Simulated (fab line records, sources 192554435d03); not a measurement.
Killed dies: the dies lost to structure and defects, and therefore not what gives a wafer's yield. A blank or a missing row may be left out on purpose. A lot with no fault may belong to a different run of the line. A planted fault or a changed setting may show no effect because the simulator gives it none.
One fault through the eyes of 2 desks    flow n5-finfet    numbers are kept per desk, each desk with only its own; the story behind them comes last

## FOR THE TOOL OWNER'S DESK: pecvd-04
The tool's own readings at N5_BEOL_M7_ILD_DEP_00 (deposits SiCOH lowk from DEMS/porogen, target thk 179.75 nm, time 33.4 s): means of the sampled wafers that have a number, for each lot that ran on this tool. The brackets show how far a lot's mean lies from the usual mean; more than 4 standard deviations puts the lot out of limits, marked OUT.
Columns: A = heater-power-w at N5_BEOL_M7_ILD_DEP_00, usual 310 W; B = showerhead-plenum-p-Torr at N5_BEOL_M7_ILD_DEP_00, usual 5.737 Torr; C = throttle-valve-pct at N5_BEOL_M7_ILD_DEP_00, usual 13.6 %
lot   first seen here  A    B      C
L962  day 8 20:03      311  5.750  13.4
L964  day 9 08:52      262  5.733  13.8
L967  day 9 21:54      310  5.736  13.6
L981  day 13 12:29     301  5.733  13.7
L983  day 14 01:04     287  5.721  13.8
L984  day 14 01:23     291  5.722  13.7
Finding of this desk: none of the 6 lots has anything out of limits.

## METROLOGY DESK
What the gauges read for every lot (on any tool): the sampled wafers with a number, averaged. The brackets show how far a lot's mean lies from the usual mean; more than 4 standard deviations puts the lot out of limits, marked OUT.
Columns: A = M7_ILD_THK at N5_BEOL_M7_THK_MEAS_01, usual 155.0 nm
lot   first seen here  A
L962  day 8 21:29      155.2
L964  day 9 09:26      156.4
L965  day 9 14:16      154.1
L967  day 9 22:31      156.0
L970  day 10 07:46     154.6
L973  day 11 22:01     154.4
L974  day 11 22:33     156.9
L981  day 13 13:04     154.6
L983  day 14 01:40     146.0 (-4.7) OUT
L984  day 14 02:08     148.5
Finding of this desk: L983 out of limits, first seen on L983 at day 14 01:40 (M7_ILD_THK at N5_BEOL_M7_THK_MEAS_01). L962, L964, L965, L967, L970, L973, L974, L981, L984 stayed within limits.

## BROUGHT TOGETHER
At day 14 01:40 the metrology desk could have sounded an alarm, on L983.
Nothing out of limits was seen by the tool owner's desk.
On record at the tool owner's desk: L983, within its limits.
Of the lots named, all ran N5_BEOL_M7_ILD_DEP_00 on pecvd-04.

## WHAT THE SIMULATOR HAD PUT IN
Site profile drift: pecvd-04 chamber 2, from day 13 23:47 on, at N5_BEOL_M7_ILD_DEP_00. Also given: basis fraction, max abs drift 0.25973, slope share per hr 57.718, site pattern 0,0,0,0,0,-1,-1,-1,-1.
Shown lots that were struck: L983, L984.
Hours from the fault's start to each desk's first reading out of limits: the metrology desk, 2.
